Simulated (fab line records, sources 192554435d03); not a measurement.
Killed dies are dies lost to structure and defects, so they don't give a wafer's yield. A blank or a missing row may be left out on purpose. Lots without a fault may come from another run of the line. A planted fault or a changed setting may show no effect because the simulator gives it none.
Chamber matching | flow n5_finfet | N5_FIN_CUT_STRIP_22 on rie_diel-05: 4 sister chambers
The step strips in N2/H2. 8 wafers are shown with their chamber, then 7 later ones without.

WAFERS WITH THEIR CHAMBER
wafer  | chamber | showerhead_plenum_p_Torr (Torr) | drypump_motor_current_A (A)
L075.5 | 1       | 3.58                            | 6.1
L084.3 | 3       | 3.46                            | 5.8
L084.4 | 2       | 3.54                            | 6.8
L087.2 | 1       | 3.57                            | 6.1
L087.3 | 2       | 3.53                            | 6.8
L087.6 | 0       | 3.12                            | 5.5
L088.1 | 0       | 3.12                            | 5.6
L088.2 | 3       | 3.45                            | 5.7

WAFERS WITHOUT THEIR CHAMBER
wafer  | showerhead_plenum_p_Torr (Torr) | drypump_motor_current_A (A)
L088.4 | 3.12                            | 5.6
L090.1 | 3.45                            | 5.8
L090.4 | 3.12                            | 5.6
L090.6 | 3.53                            | 6.8
L092.2 | 3.45                            | 5.8
L092.4 | 3.12                            | 5.6
L092.6 | 3.12                            | 5.6

WHICH CHAMBER EACH WENT THROUGH
wafer  | from the rows above | in truth
L088.4 | 0                   | 0
L090.1 | 3                   | 3
L090.4 | 0                   | 0
L090.6 | 2                   | 2
L092.2 | 3                   | 3
L092.4 | 0                   | 0
L092.6 | 0                   | 0
Placed correctly: 7 of 7. Can't be placed from these rows: 0. Placed wrongly: 0.
How it was worked out, from the rows above alone: a wafer's distance from a chamber is the root of the sum, over the readings, of the square of ((its reading less the chamber's mean) divided by the reading's scatter). The wafer belongs to the nearest chamber; if the next one is less than 2 further off, it can't be placed. A chamber's mean is the mean of its shown wafers. The scatter: the root of (the sum of the squares of (reading less its chamber's mean) over the shown wafers, divided by (wafers less chambers)).
